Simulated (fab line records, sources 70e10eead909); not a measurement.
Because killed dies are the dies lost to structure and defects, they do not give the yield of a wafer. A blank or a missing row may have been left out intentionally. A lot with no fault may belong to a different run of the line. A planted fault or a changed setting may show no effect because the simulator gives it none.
fab line records	flow nand_harc
record: lots: 13	wafers: 39	last_day: 33
route steps=1302 shown P_GATE@132
lots untouched by any fault: they come from a run of this same line in which no faults occurred
start_h: hours from the record's opening day to when the first of the lot's shown wafers began	wait_h: time in hours since the lot's previous step	" repeats the value in the row above	L1.1+2: several wafers, shown together as one row	- no value, or no start given	* or withheld: withheld	< > ~ a bound
route shown NAME@n: names a module that has steps shown in the file, with the first one's number in the route	usual: mean/standard deviation taken from wafers without a fault	same: alike in all rows	chamber/n: place in a boat	sites: per-site readings	_std_site: the standard deviation of these	_edge_site: the outer-site mean with the inner-site mean subtracted	radius_mm: for every site, how far away it sits from the centre of the wafer	mask NAME#n: copy n	behind: the tool/chamber that last shaped the wafer	hold: reason for holding the lot/hours on hold/outcome of the hold	device: names the non-switching transistor (n, p or np)	end of line: at the end of the route, the tests of the same wafers	a step without rows: its recipe alone	killed: the dies lost at the first sort to structure and to defects; this is not the yield of the wafer	map: a wafer's dies, x killed, . not, _ none there
set.NAME: setting as actually run; set.NAME@STEP: the setting as run at that earlier step	model.NAME: the simulator's own value behind a step, which no gauge read
one table for each step of the route and one row for each wafer, over a sample of lots
services: when a tool's chamber went out of use (start_h, in hours from the record's first day, below 0 if earlier), for how many hours, and the reason
== steps ==
step: NHARC_P_GATE_DEP_103
recipe: target_thk_a: 300	target_thk_nm: 30	temp_c: 400	flow_sccm: 200	rf_w: 350	material: SiON
usual: heater_power_w: 773/91
lot.wafer	tool	chamber	start_h	wait_h	heater_power_w
L865.1	pecvd-02	0	104.88	0.6	949
L865.2	"	1	"	"	636
L865.3	"	2	"	"	683
L866.1	pecvd-04	2	111.01	0.6	852
L866.4	"	1	"	"	662
L866.5	"	0	"	"	732
L868.1	pecvd-04	0	135.67	0.6	718
L868.3	"	2	"	"	889
L868.5	"	2	"	"	878
L869.2	pecvd-04	0	143.00	0.5	739
L869.5	"	2	"	"	912
L869.4	"	0	"	"	761
L870.2	pecvd-04	2	153.73	0.5	895
L870.4	"	1	"	"	725
L870.5	"	0	"	"	684
L873.2	pecvd-04	1	192.25	0.5	765
L873.4	"	2	"	"	847
L873.6	"	0	"	"	778
L874.3	pecvd-02	2	192.86	0.4	759
L874.4	"	1	"	"	626
L874.5	"	2	"	"	752
L875.1	pecvd-03	2	207.14	0.6	802
L875.5	"	0	"	"	790
L875.6	"	1	"	"	846
L879.1	pecvd-03	2	242.95	0.6	774
L879.6	"	1	"	"	866
L879.4	"	2	"	"	781
L884.1	pecvd-04	0	302.07	0.6	619
L884.4	"	0	"	"	611
L884.5	"	1	"	"	753
L885.1	pecvd-04	0	312.34	0.6	639
L885.2	"	2	"	"	878
L885.4	"	2	"	"	896
L887.2	pecvd-02	1	321.14	0.5	557
L887.5	"	1	"	"	560
L887.6	"	0	"	"	857
L886.2	pecvd-04	0	321.79	0.5	735
L886.4	"	2	"	"	792
L886.6	"	1	"	"	793
step: NHARC_P_GATE_CD_MEAS_33
usual: cd_nm: 119.7/1.8
lot.wafer	tool	chamber	start_h	wait_h	cd_nm
L865.1	cd_sem-01	-	106.58	0.1	122.8
L865.2	"	-	"	"	121.7
L865.3	"	-	"	"	120.8
L866.1	cd_sem-02	-	112.64	-	118.9
L866.4	"	-	"	"	120.5
L866.5	"	-	"	"	120.5
L868.1	cd_sem-03	-	137.33	-	122.4
L868.3	"	-	"	"	122.9
L868.5	"	-	"	"	121.7
L869.2	cd_sem-02	-	144.60	-	120.0
L869.4	"	-	"	"	120.6
L869.5	"	-	"	"	118.6
L870.2	cd_sem-01	-	155.36	-	116.0
L870.4	"	-	"	"	119.5
L870.5	"	-	"	"	120.6
L873.2	cd_sem-02	-	193.85	-	122.0
L873.4	"	-	"	"	117.2
L873.6	"	-	"	"	119.0
L874.3	cd_sem-03	-	194.50	-	119.3
L874.4	"	-	"	"	120.8
L874.5	"	-	"	"	118.5
L875.1	cd_sem-02	-	208.83	-	116.5
L875.5	"	-	"	"	118.0
L875.6	"	-	"	"	115.6
L879.1	cd_sem-03	-	244.64	-	119.3
L879.4	"	-	"	"	120.3
L879.6	"	-	"	"	117.2
L884.1	cd_sem-03	-	303.73	-	122.1
L884.4	"	-	"	"	119.4
L884.5	"	-	"	"	120.5
L885.1	cd_sem-01	-	314.14	-	117.8
L885.2	"	-	"	"	118.8
L885.4	"	-	"	"	120.6
L887.2	cd_sem-02	-	322.80	-	122.2
L887.5	"	-	"	"	119.7
L887.6	"	-	"	"	119.6
L886.2	cd_sem-01	-	323.42	-	122.5
L886.4	"	-	"	"	120.4
L886.6	"	-	"	"	119.3
step: NHARC_P_GATE_EXPOSE_43
recipe: na: 0.6	target_cd_nm: 720	dose_mj: 14.81	mask_id: P_NSD
usual: exposure_dose_mJ_cm2: 14.810/0.016	focus_offset_nm: 0.0/0.52
lot.wafer	tool	chamber	start_h	wait_h	mask	exposure_dose_mJ_cm2	focus_offset_nm
L865.1	krf_scanner-04	0	117.34	-	P_NSD#0	14.833	-0.2
L865.2	"	0	"	"	P_NSD#0	14.789	-0.5
L865.3	"	0	"	"	P_NSD#0	14.797	0.6
L866.1	krf_scanner-01	0	123.45	-	P_NSD#0	14.818	-0.4
L866.4	"	0	"	"	P_NSD#0	14.783	0.4
L866.5	"	0	"	"	P_NSD#0	14.811	0.0
L868.1	krf_scanner-01	0	148.24	-	P_NSD#0	14.814	-0.1
L868.3	"	0	"	"	P_NSD#0	14.832	0.1
L868.5	"	0	"	"	P_NSD#0	14.849	0.6
L869.2	krf_scanner-01	0	155.25	-	P_NSD#0	14.823	-0.3
L869.4	"	0	"	"	P_NSD#0	14.810	1.6
L869.5	"	0	"	"	P_NSD#0	14.824	0.5
L870.2	krf_scanner-02	0	166.15	-	P_NSD#0	14.806	0.3
L870.4	"	0	"	"	P_NSD#0	14.785	0.6
L870.5	"	0	"	"	P_NSD#0	14.791	1.2
L873.2	krf_scanner-01	0	204.59	-	P_NSD#0	14.803	0.8
L873.4	"	0	"	"	P_NSD#0	14.800	-0.1
L873.6	"	0	"	"	P_NSD#0	14.801	0.3
L874.3	krf_scanner-04	0	205.29	-	P_NSD#0	14.821	0.1
L874.4	"	0	"	"	P_NSD#0	14.821	-0.4
L874.5	"	0	"	"	P_NSD#0	14.830	-0.8
L875.1	krf_scanner-04	0	219.55	-	P_PSD#0	14.774	0.1
L875.5	"	0	"	"	P_PSD#0	14.799	0.0
L875.6	"	0	"	"	P_PSD#0	14.805	-0.1
L879.1	krf_scanner-01	0	255.43	-	P_NSD#0	14.810	-0.9
L879.4	"	0	"	"	P_NSD#0	14.794	-1.2
L879.6	"	0	"	"	P_NSD#0	14.795	-0.3
L884.1	krf_scanner-04	0	314.56	-	P_NSD#0	14.764	-0.7
L884.4	"	0	"	"	P_NSD#0	14.791	-0.3
L884.5	"	0	"	"	P_NSD#0	14.781	-0.9
L885.1	krf_scanner-01	0	324.84	-	P_NSD#0	14.786	0.0
L885.2	"	0	"	"	P_NSD#0	14.785	0.0
L885.4	"	0	"	"	P_NSD#0	14.793	0.2
L887.2	krf_scanner-02	0	333.67	-	P_NSD#0	14.837	-0.7
L887.5	"	0	"	"	P_NSD#0	14.812	0.2
L887.6	"	0	"	"	P_NSD#0	14.812	0.4
L886.2	krf_scanner-04	0	334.22	-	P_NSD#0	14.825	0.2
L886.4	"	0	"	"	P_NSD#0	14.817	-0.4
L886.6	"	0	"	"	P_NSD#0	14.832	0.0
step: NHARC_P_GATE_CD_MEAS_46
recipe: target_cd_nm: 720	landing_energy_ev: 500
usual: cd_nm: 720.0/1.1
lot.wafer	tool	chamber	start_h	wait_h	cd_nm
L865.1	cd_sem-03	0	117.49	-	719.6
L865.2	"	0	"	"	718.0
L865.3	"	0	"	"	719.1
L866.1	cd_sem-03	0	123.60	-	721.1
L866.4	"	0	"	"	721.7
L866.5	"	0	"	"	722.5
L868.1	cd_sem-02	0	148.39	-	720.4
L868.3	"	0	"	"	720.4
L868.5	"	0	"	"	719.9
L869.2	cd_sem-03	0	155.41	-	718.9
L869.4	"	0	"	"	719.0
L869.5	"	0	"	"	719.1
L870.2	cd_sem-02	0	166.30	-	718.9
L870.4	"	0	"	"	719.4
L870.5	"	0	"	"	719.7
L873.2	cd_sem-03	0	204.74	-	719.4
L873.4	"	0	"	"	719.4
L873.6	"	0	"	"	719.6
L874.3	cd_sem-02	0	205.44	-	721.5
L874.4	"	0	"	"	719.9
L874.5	"	0	"	"	721.4
L875.1	cd_sem-03	0	219.71	-	-
L875.5	"	0	"	"	-
L875.6	"	0	"	"	-
L879.1	cd_sem-02	0	255.59	-	721.2
L879.4	"	0	"	"	721.1
L879.6	"	0	"	"	720.3
L884.1	cd_sem-01	0	314.72	-	720.5
L884.4	"	0	"	"	723.1
L884.5	"	0	"	"	722.0
L885.1	cd_sem-03	0	324.99	-	719.7
L885.2	"	0	"	"	721.6
L885.4	"	0	"	"	721.0
L887.2	cd_sem-01	0	333.82	-	718.4
L887.5	"	0	"	"	721.5
L887.6	"	0	"	"	719.2
L886.2	cd_sem-03	0	334.38	-	719.3
L886.4	"	0	"	"	719.4
L886.6	"	0	"	"	719.5
step: NHARC_P_GATE_DESCUM_61
recipe: time_s: 3	o2_flow_sccm: 200	ar_flow_sccm: 0	bias_power_w: 0	chemistry: O2
usual: drypump_motor_current_A: 5.63/0.28	oes_product_au: 1.001/0.008	rf_vpp_V: 57.8/0.9	showerhead_plenum_p_Torr: 1.92/0.075	throttle_valve_pct: 11.310/0.0083
same: bias_power_w: 0
lot.wafer	tool	chamber	start_h	wait_h	drypump_motor_current_A	oes_product_au	rf_hours_counter_h	rf_vpp_V	showerhead_plenum_p_Torr	throttle_valve_pct
L865.3	rie_diel-12	2	119.40	-	5.41	1.006	1.0	58.6	1.97	11.319
L865.1	"	0	"	"	5.26	1.012	0.5	58.4	1.99	11.313
L865.2	"	1	"	"	6.05	1.016	0.9	57.8	1.94	11.320
L866.1	rie_diel-12	2	125.51	-	5.39	1.005	1.1	57.4	1.97	11.326
L866.4	"	1	"	"	6.04	0.999	1.0	58.5	1.94	11.312
L866.5	"	2	"	"	5.38	1.009	-	57.0	1.97	11.287
L868.1	rie_diel-02	3	150.17	-	5.17	1.003	6.7	59.9	2.01	11.299
L868.3	"	2	"	"	5.87	0.980	7.1	57.8	1.79	11.319
L868.5	"	0	"	"	5.53	0.997	-	59.7	2.01	11.304
L869.2	rie_diel-10	3	157.34	-	5.55	0.995	3.5	58.7	1.81	11.301
L869.4	"	2	"	"	5.33	0.993	-	57.1	1.91	11.313
L869.5	"	0	"	"	5.95	1.000	-	57.7	1.96	11.286
L870.4	rie_diel-10	2	168.12	-	5.32	0.987	4.0	59.1	1.91	11.297
L870.2	"	3	"	"	5.56	0.998	3.6	56.7	1.81	11.323
L870.5	"	1	"	"	5.87	1.002	-	56.7	1.85	11.308
L873.4	rie_diel-12	2	206.68	-	5.38	1.018	5.2	56.9	1.97	11.324
L873.2	"	3	"	"	5.33	1.006	5.7	57.9	2.03	11.309
L873.6	"	2	"	"	5.39	1.007	-	57.6	1.97	11.310
L874.3	rie_diel-10	3	207.39	-	5.55	0.988	6.9	57.6	1.81	11.311
L874.4	"	1	"	"	5.89	0.994	8.5	57.0	1.85	11.311
L874.5	"	3	"	"	5.57	0.987	-	58.3	1.81	11.319
L875.1	rie_diel-12	0	221.62	-	5.26	1.006	6.5	58.1	1.99	11.310
L875.5	"	0	"	"	5.29	1.011	-	57.9	1.99	11.307
L875.6	"	1	"	"	6.05	1.009	-	57.6	1.94	11.308
L879.1	rie_diel-10	2	257.53	-	5.36	0.991	0.1	56.6	1.91	11.302
L879.4	"	3	"	"	5.58	1.004	0.1	57.5	1.81	11.307
L879.6	"	0	"	"	6.01	1.007	-	58.7	1.95	11.296
L884.1	rie_diel-10	0	316.64	-	5.92	1.011	3.3	56.3	1.95	11.326
L884.4	"	3	"	"	5.58	0.993	3.5	57.5	1.81	11.319
L884.5	"	1	"	"	5.90	1.009	-	57.2	1.84	11.308
L885.2	rie_diel-10	2	326.90	-	5.35	1.003	3.2	58.0	1.91	11.309
L885.1	"	0	"	"	6.03	1.012	3.6	57.5	1.95	11.282
L885.4	"	1	"	"	5.89	1.003	3.0	58.7	1.84	11.307
L887.2	rie_diel-10	1	341.54	-	5.90	1.009	3.6	58.7	1.84	11.312
L887.6	"	1	"	"	5.88	1.005	-	56.5	1.84	11.310
L887.5	"	2	"	"	5.33	0.995	-	57.6	1.91	11.319
L886.2	rie_diel-02	2	342.34	-	5.89	0.998	7.7	57.0	1.79	11.313
L886.4	"	0	"	"	5.52	1.000	8.0	56.9	2.00	11.315
L886.6	"	2	"	"	5.92	0.997	-	56.5	1.79	11.317
== services ==
tool	chamber	start_h	hours	kind
pecvd-04	-	88.06	13.0	pm
rie_diel-12	-	91.46	9.0	pm
krf_scanner-02	-	94.00	4.0	pm
rie_diel-12	0	104.03	7.6	repair
krf_scanner-02	-	107.81	1.2	repair
krf_scanner-01	-	140.00	4.0	pm
rie_diel-10	1	157.19	7.7	repair
pecvd-02	0	162.36	1.8	repair
krf_scanner-04	-	182.00	4.0	pm
rie_diel-12	3	182.55	2.5	repair
rie_diel-02	0	184.27	3.9	repair
rie_diel-12	1	195.26	6.4	repair
krf_scanner-01	-	197.63	0.2	repair
krf_scanner-04	-	223.34	0.7	repair
pecvd-02	-	227.33	13.0	pm
rie_diel-10	-	242.50	9.0	pm
rie_diel-12	-	268.46	9.0	pm
pecvd-04	-	269.06	13.0	pm
krf_scanner-01	-	298.39	0.1	repair
pecvd-04	0	306.16	4.7	repair
krf_scanner-01	-	312.00	4.0	pm
rie_diel-10	-	321.63	0.4	repair
pecvd-04	-	323.02	1.2	repair
pecvd-04	-	334.83	0.5	repair
== key ==
first_sign: step: NHARC_P_GATE_EXPOSE_43	reading: mask	direction: changed
effect: step: NHARC_P_GATE_CD_MEAS_46	reading: cd_nm	direction: missing
met_at NHARC_P_GATE_EXPOSE_43
struck_lots L875
later_rows_left_out L875.1,L875.5,L875.6
sort_left_out L875.1,L875.5,L875.6
tester_left_out L875
not_acting_at NHARC_P_GATE_DEP_103,NHARC_P_GATE_CD_MEAS_33,NHARC_P_GATE_DESCUM_61
onset_between 205.29 219.55
fault: kind: wrong_mask	tool: any	chamber: -	onset_h: 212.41	steps: NHARC_P_GATE_EXPOSE_43	aux_copy: P_PSD#0	scope: struck_lots_only
tester_left_out: of these lots the tester's yield and bins aren't shown, on N5 and GAA mostly nor the transistor test; their killed dies are dies lost to structure and defects alone, not to doping, threshold or leakage, so they don't give the yield
sort_left_out: the simulated sort isn't trusted on such a fault, so these wafers' sort isn't shown, and their yield isn't known
later_rows_left_out: the simulator's readings of these wafers behind a module that went badly wrong aren't trusted and aren't shown, but for the sort
